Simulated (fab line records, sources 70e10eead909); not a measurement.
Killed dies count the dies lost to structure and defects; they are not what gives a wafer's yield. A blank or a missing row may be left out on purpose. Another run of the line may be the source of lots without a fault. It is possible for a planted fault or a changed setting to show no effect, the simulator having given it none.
Check for tools in common -- flow nand harc -- 6 wafers sampled across 2 lots

THE REASON FOR OPENING IT
On 2 of the 2 lots, a flag is raised at NHARC_END_SORT_01 on the reading sort_bin_2_pct. Fault-free wafers read 1.5 %, with a standard deviation of 0.64.
Rule: a lot is flagged in two cases, either no wafer of it has a number, or all its wafers with numbers fall more than 4 standard deviations from that mean. The rest of the lots are taken to be sound.

lot,measured,on,"sort_bin_2_pct (%), wafer by wafer",flag
L185,day 22 13:31,prober-01,97.3 98.5 98.4,FLAGGED
L187,day 22 13:32,prober-02,97.5 95.9 96.2,FLAGGED
On average the flagged lots read 97.3 %, which is +95.8 % against the usual, or +99 or more standard deviations.

EACH LOT AND THE TOOL IT RAN ON
The record holds 3 process steps before the reading, out of a route of 1159 steps. Cell contents, in order: the tool; ch with the chambers the sampled wafers went through; the start.
lot,flag,NHARC_A_BLC_DEGAS_30,NHARC_A_M0_ETCH_15,NHARC_A_M0_CMP_23
L185,FLAGGED,"pvd sputter-01, day 20 12:37","rie diel-12 ch 1,3, day 20 15:14","cmp-01 ch 0,3, day 20 17:07"
L187,FLAGGED,"pvd sputter-02, day 20 13:43","rie diel-10 ch 1,2,3, day 20 16:23","cmp-02 ch 1,2,3, day 20 18:46"
What these steps do:
- NHARC_A_BLC_DEGAS_30: time 60 s.
- NHARC_A_M0_ETCH_15: etches the open film in C4F8/Ar, target depth 150 nm, overetch 15 nm, time 82.5 s.
- NHARC_A_M0_CMP_23: polishes, t overpolish 20 s, target thk 113.75 nm.
- NHARC_END_SORT_01

FLAGGED AGAINST TOTAL, ONE TOOL AT A TIME (gauges that did the reading follow at the end)
step,tool,lots run,flagged,share of the flagged lots,sound lots run after its first flagged lot
NHARC_A_BLC_DEGAS_30,pvd sputter-01,1,1,some,0
NHARC_A_BLC_DEGAS_30,pvd sputter-02,1,1,some,0
NHARC_A_M0_ETCH_15,rie diel-10,1,1,some,0
NHARC_A_M0_ETCH_15,rie diel-12,1,1,some,0
NHARC_A_M0_CMP_23,cmp-01,1,1,some,0
NHARC_A_M0_CMP_23,cmp-02,1,1,some,0
NHARC_END_SORT_01,prober-01,1,1,some,0
NHARC_END_SORT_01,prober-02,1,1,some,0

WHAT IS ALLOWED BY THE TABLE
No row of the table ran every flagged lot.

WHAT WAS PUT IN BY THE SIMULATOR
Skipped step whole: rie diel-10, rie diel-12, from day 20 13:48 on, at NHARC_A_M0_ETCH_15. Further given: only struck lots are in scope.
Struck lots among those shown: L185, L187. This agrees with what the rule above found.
